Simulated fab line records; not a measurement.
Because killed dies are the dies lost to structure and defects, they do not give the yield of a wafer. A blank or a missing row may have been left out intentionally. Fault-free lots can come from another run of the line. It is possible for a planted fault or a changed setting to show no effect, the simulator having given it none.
Matching of chambers -- flow nandHarc -- NHARC_P_BONDPAD_CMP_19 on cmp-02: 4 sister chambers
The step polishes, t overpolish 30 s, cu recess touch 16 s, target thk 160.81 nm. 8 wafers are shown with their chamber, then 7 later ones without.

## EACH WAFER AND ITS CHAMBER
wafer,chamber,motorCurrentA (A),retainingRingPressureFrac
L212.1,3,12.9,0.992
L213.2,0,12.0,0.998
L213.3,3,12.6,1.000
L214.3,1,11.3,1.004
L214.5,1,11.4,0.999
L214.6,2,12.6,0.998
L220.1,2,12.5,0.996
L220.4,0,12.7,0.997

## WAFERS WITHOUT THEIR CHAMBER
wafer,motorCurrentA (A),retainingRingPressureFrac
L220.5,11.9,1.001
L223.2,12.7,1.006
L223.3,12.1,0.999
L223.4,13.2,0.995
L230.1,11.0,1.000
L230.4,12.4,1.005
L230.6,10.4,1.000

## EACH ONE'S CHAMBER
wafer,from the rows above,in truth
L220.5,can't be placed: 0 or 1 or 2 or 3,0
L223.2,can't be placed: 2 or 0 or 3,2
L223.3,can't be placed: 0 or 2 or 3 or 1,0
L223.4,can't be placed: 3 or 2 or 0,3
L230.1,1,1
L230.4,can't be placed: 0 or 2 or 3 or 1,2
L230.6,1,1
2 of 7 placed correctly. From these rows, 5 cannot be placed; in 5 the true chamber is one of the candidates. Wrongly placed: 0.
How it was worked out, from the rows above alone: a wafer's distance from a chamber is the root of the sum, over the readings, of the square of ((its reading less the chamber's mean) divided by the reading's scatter). The wafer belongs to the nearest chamber; if the next one is less than 2 further off, it can't be placed. For every chamber, the mean is computed from those of its wafers that are shown. The scatter: take each reading less its chamber's mean, square it, sum over the shown wafers, divide by the number of wafers less the number of chambers, and take the root.
